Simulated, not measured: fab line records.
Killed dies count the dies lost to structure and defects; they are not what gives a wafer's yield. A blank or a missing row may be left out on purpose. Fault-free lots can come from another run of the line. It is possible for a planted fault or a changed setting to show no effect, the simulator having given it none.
Chamber matching :: flow n5Finfet :: N5_BEOL_M1_ETCH_74 on rieDiel-06 has 4 sister chambers
The step etches underlayer in N2/H2, target depth 6.5 nm, time 5.2 s. 4 wafers are shown with their chamber, then 7 later ones without.

## WAFERS PAIRED WITH THEIR CHAMBERS
wafer: L079.4
chamber: 2
showerheadPlenumPTorr (Torr): 2.53

wafer: L086.4
chamber: 1
showerheadPlenumPTorr (Torr): 2.65

wafer: L091.1
chamber: 3
showerheadPlenumPTorr (Torr): 2.59

wafer: L091.4
chamber: 0
showerheadPlenumPTorr (Torr): 2.52

## WAFERS WITH NO CHAMBER GIVEN
wafer: L091.5
showerheadPlenumPTorr (Torr): 2.52

wafer: L093.1
showerheadPlenumPTorr (Torr): 2.64

wafer: L093.3
showerheadPlenumPTorr (Torr): 2.59

wafer: L093.4
showerheadPlenumPTorr (Torr): 2.52

wafer: L096.1
showerheadPlenumPTorr (Torr): 2.52

wafer: L096.2
showerheadPlenumPTorr (Torr): 2.64

wafer: L096.3
showerheadPlenumPTorr (Torr): 2.58

## WHICH CHAMBER EACH ONE RAN IN
wafer: L091.5
from the rows above: can't be placed: 0 or 2
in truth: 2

wafer: L093.1
from the rows above: 1
in truth: 1

wafer: L093.3
from the rows above: 3
in truth: 3

wafer: L093.4
from the rows above: can't be placed: 0 or 2
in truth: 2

wafer: L096.1
from the rows above: can't be placed: 0 or 2
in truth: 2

wafer: L096.2
from the rows above: 1
in truth: 1

wafer: L096.3
from the rows above: 3
in truth: 3
Correctly placed: 4 of 7. Unplaceable from these rows: 3, with the true chamber sitting among the candidates in 3. 0 placed wrongly.
How it was worked out, from the rows above alone: a wafer's distance from a chamber is the root of the sum, over the readings, of the square of ((its reading less the chamber's mean) divided by the reading's scatter). The wafer belongs to the nearest chamber; if the next one is less than 2 further off, it can't be placed. Each chamber's mean is taken over the wafers shown for it. The scatter: root of mean squared gap, hidden wafer to nearest shown wafer, with one shown wafer a chamber.
